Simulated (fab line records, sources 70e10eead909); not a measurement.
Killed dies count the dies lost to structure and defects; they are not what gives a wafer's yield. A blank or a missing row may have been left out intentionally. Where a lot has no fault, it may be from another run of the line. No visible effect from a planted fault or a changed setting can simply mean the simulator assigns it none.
Chamber matching    flow nand-harc    NHARC_A_CHANNEL_HOLE_D2_ETCH_38 on rie-diel-08 has 4 sister chambers
The step etches the open film in CF4, target depth 39 nm, time 65 s. 8 wafers are shown with their chamber, then 8 later ones without.

## WAFERS PAIRED WITH THEIR CHAMBERS
wafer   chamber  showerhead-plenum-p-Torr (Torr)  drypump-motor-current-A (A)
L077.5  3        1.75                             6.5
L079.4  2        1.72                             4.9
L085.3  3        1.74                             6.5
L085.5  2        1.72                             5.0
L086.3  1        1.86                             5.2
L086.5  0        1.69                             5.3
L086.6  1        1.86                             5.2
L091.1  0        1.69                             5.4

## WAFERS WITH NO CHAMBER GIVEN
wafer   showerhead-plenum-p-Torr (Torr)  drypump-motor-current-A (A)
L091.2  1.74                             6.5
L091.6  1.86                             5.2
L094.1  1.72                             4.9
L094.2  1.86                             5.2
L094.6  1.69                             5.3
L095.3  1.69                             5.3
L095.5  1.72                             4.9
L095.6  1.69                             5.3

## WHICH CHAMBER EACH WENT THROUGH
wafer   from the rows above  in truth
L091.2  3                    3
L091.6  1                    1
L094.1  2                    2
L094.2  1                    1
L094.6  0                    0
L095.3  0                    0
L095.5  2                    2
L095.6  0                    0
Correctly placed: 8 of 8. Left unplaced by these rows: 0. Wrongly placed: 0.
How it was worked out, from the rows above alone: a wafer's distance from a chamber is the root of the sum, over the readings, of the square of ((its reading less the chamber's mean) divided by the reading's scatter). If the next closest chamber is less than 2 further off than the closest, the wafer can't be placed; otherwise it belongs to the closest. For every chamber, the mean is computed from those of its wafers that are shown. The scatter: take each reading less its chamber's mean, square it, sum over the shown wafers, divide by the number of wafers less the number of chambers, and take the root.
